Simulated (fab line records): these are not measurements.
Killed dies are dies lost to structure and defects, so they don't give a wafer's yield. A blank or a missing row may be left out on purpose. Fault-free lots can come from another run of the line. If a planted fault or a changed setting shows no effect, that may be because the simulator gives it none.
Chamber matching -- flow n5_finfet -- cmp-03 running N5_DUMMY_GATE_CMP_04: 4 sister chambers
The step polishes a-Si. 16 wafers are shown with their chamber, then 8 later ones without.

## EACH WAFER AND ITS CHAMBER
wafer,chamber,motor_current_A (A),retaining_ring_pressure_frac,time_to_endpoint_s (s)
L076.2,3,10.8,1.005,12.4
L076.3,1,9.9,0.993,16.2
L076.5,0,9.3,1.001,11.4
L084.2,2,7.4,1.004,12.6
L084.4,0,9.3,1.006,9.3
L084.6,0,8.9,1.008,11.2
L085.1,0,9.0,1.000,12.3
L085.2,2,7.3,0.994,12.4
L085.6,3,10.7,0.998,11.1
L088.2,1,10.8,0.996,14.8
L088.4,2,7.3,1.001,14.3
L088.5,1,10.2,0.993,13.9
L089.2,3,10.8,0.999,10.1
L089.3,0,9.2,0.999,12.4
L089.5,0,8.9,1.005,14.0
L090.3,3,10.4,1.003,14.1

SIGNATURES (means of the wafers above)
reading,chamber 0,chamber 1,chamber 2,chamber 3,scatter within a chamber
motor_current_A,9.100,10.300,7.333,10.675,0.244
retaining_ring_pressure_frac,1.00317,0.99400,0.99967,1.00125,0.00363
time_to_endpoint_s,11.767,14.967,13.100,11.925,1.47
Rule: a wafer lies at a distance from a chamber equal to the root of the sum of squares, over the readings, of (its reading less the chamber's mean, divided by the reading's scatter). If the next closest chamber is less than 2 further off than the closest, the wafer can't be placed; otherwise it belongs to the closest. The scatter is the square root of a quotient: the sum, over the shown wafers, of each reading's squared deviation from its chamber's mean, divided by wafers minus chambers.

## WAFERS WITHOUT THEIR CHAMBER
wafer,motor_current_A (A),retaining_ring_pressure_frac,time_to_endpoint_s (s)
L090.4,7.2,1.005,15.2
L090.5,9.4,1.001,13.5
L091.1,10.3,1.002,13.4
L091.2,10.3,1.002,14.5
L091.3,7.5,1.012,16.1
L096.1,9.6,1.007,12.7
L096.2,11.2,0.999,10.2
L096.4,7.5,0.997,11.8

## THE CHAMBER EACH PASSED THROUGH
wafer,from the rows above,in truth
L090.4,2,2
L090.5,0,0
L091.1,can't be placed: 3 or 1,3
L091.2,can't be placed: 1 or 3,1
L091.3,2,2
L096.1,0,0
L096.2,3,3
L096.4,2,2
Correctly placed: 6 of 8. These rows do not allow placing 2 (true chamber among the candidates in 2). Number placed wrongly: 0.
